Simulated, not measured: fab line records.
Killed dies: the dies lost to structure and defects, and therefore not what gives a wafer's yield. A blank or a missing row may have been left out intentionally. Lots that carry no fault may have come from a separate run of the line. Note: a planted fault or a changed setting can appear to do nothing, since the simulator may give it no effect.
Struck lot and sound lot, side by side | flow nandHarc | 15 out of 1302 route steps
Sound: these wafers, L845.1, L845.3, L845.6. Struck: wafers L849.1, L849.4. (L849.5 of the same lot was not struck and is left out.) The cause comes at the end.
Order at every step that has rows: each side's tool, ch and its chambers, its first start. Under that, the readings that differ: sound wafers | struck wafers | difference of the means | sigmas: that difference in standard deviations of wafers without a fault.
alike: readings whose means differ by less than 2 such deviations, and words and numbers that are the same on both sides. not compared: withheld readings, readings that some wafer has no value for, bounds like >300 that may hide the same value, and numbers for which the record gives no deviation and whose values overlap.
Wherever a step has rows on one side only, a row that says differs or no value, or a row with sigmas, the two part there. Numbers that have no deviation but don't overlap get no sigmas and don't part them. A reading that every wafer of one side lacks parts them only if that side has two wafers or more.

first, 1 step without rows for these wafers: NHARC_A_ONON_D1_DEP_03 (target thk 1000 nm).
NHARC_A_ONON_D1_THK_MEAS_05: measures by ellipsometry.
  sound: filmMetro-01 at day 12 06:59; struck: filmMetro-01 at day 13 19:56
  alike: thkNm
then, 1 step without rows for these wafers: NHARC_A_ONON_D1_DEP_06 (target thk 1000 nm).
NHARC_A_ONON_D1_THK_MEAS_08: measures by ellipsometry.
  sound: filmMetro-02 at day 12 07:34; struck: filmMetro-02 at day 13 20:31
reading    | sound          | struck  | difference | sigmas
thkNm (nm) | 1013 1012 1015 | 985 985 | -28        | -3
then, 1 step without rows for these wafers: NHARC_A_ONON_D1_DEP_09 (target thk 1000 nm).
NHARC_A_ONON_D1_THK_MEAS_11: measures by ellipsometry.
  sound: filmMetro-02 at day 12 08:07; struck: filmMetro-02 at day 13 21:06
  alike: thkNm
then, 1 step without rows for these wafers: NHARC_A_ONON_D1_DEP_12 (target thk 1000 nm).
NHARC_A_ONON_D1_THK_MEAS_14: measures by ellipsometry.
  sound: filmMetro-02 at day 12 08:41; struck: filmMetro-01 at day 13 21:40
  alike: thkNm
then, 2 steps without rows for these wafers: NHARC_A_ONON_D1_ANNEAL_15 (time 3600 s); NHARC_A_ONON_D1_DEP_16 (target thk 1000 nm).
NHARC_A_ONON_D1_THK_MEAS_18: measures by ellipsometry.
  sound: filmMetro-01 at day 12 18:45; struck: filmMetro-01 at day 14 05:28
  alike: thkNm
NHARC_A_ONON_D1_DEP_19: target thk 1000 nm.
  sound on pecvdOnon-03 ch 0, day 12 18:48; struck on pecvdOnon-02 ch 0, day 14 05:32
  alike: susceptorTempC
NHARC_A_ONON_D1_THK_MEAS_21: measures by ellipsometry.
  sound: filmMetro-01 at day 12 19:19; struck: filmMetro-02 at day 14 06:04
reading    | sound       | struck  | difference | sigmas
thkNm (nm) | 985 983 984 | 619 619 | -365       | -60
then, 1 step without rows for these wafers: NHARC_A_ONON_D1_DEP_22 (target thk 1000 nm).
-- record jumps: 17 days between struck wafers' starts before vs after; left off in module A_ONON_D1, resumes in module END, first step shown is number 1302 of the route --
NHARC_END_SORT_01:
  sound on prober-02 ch 0, day 29 01:41; struck on prober-02 ch 0, day 30 18:41
reading       | sound    | struck  | difference | sigmas
killedAtArray | 70 63 69 | 671 669 | +603       | +30
killedDies    | 78 70 76 | 677 677 | +602       | +29
  alike: killedAtOther, killedAtPeriphery, killedOpen, killedShort

WHERE THEY PART
Last at NHARC_END_SORT_01 as far as this record goes, first at NHARC_A_ONON_D1_THK_MEAS_08.

WHY: what the simulator had put in
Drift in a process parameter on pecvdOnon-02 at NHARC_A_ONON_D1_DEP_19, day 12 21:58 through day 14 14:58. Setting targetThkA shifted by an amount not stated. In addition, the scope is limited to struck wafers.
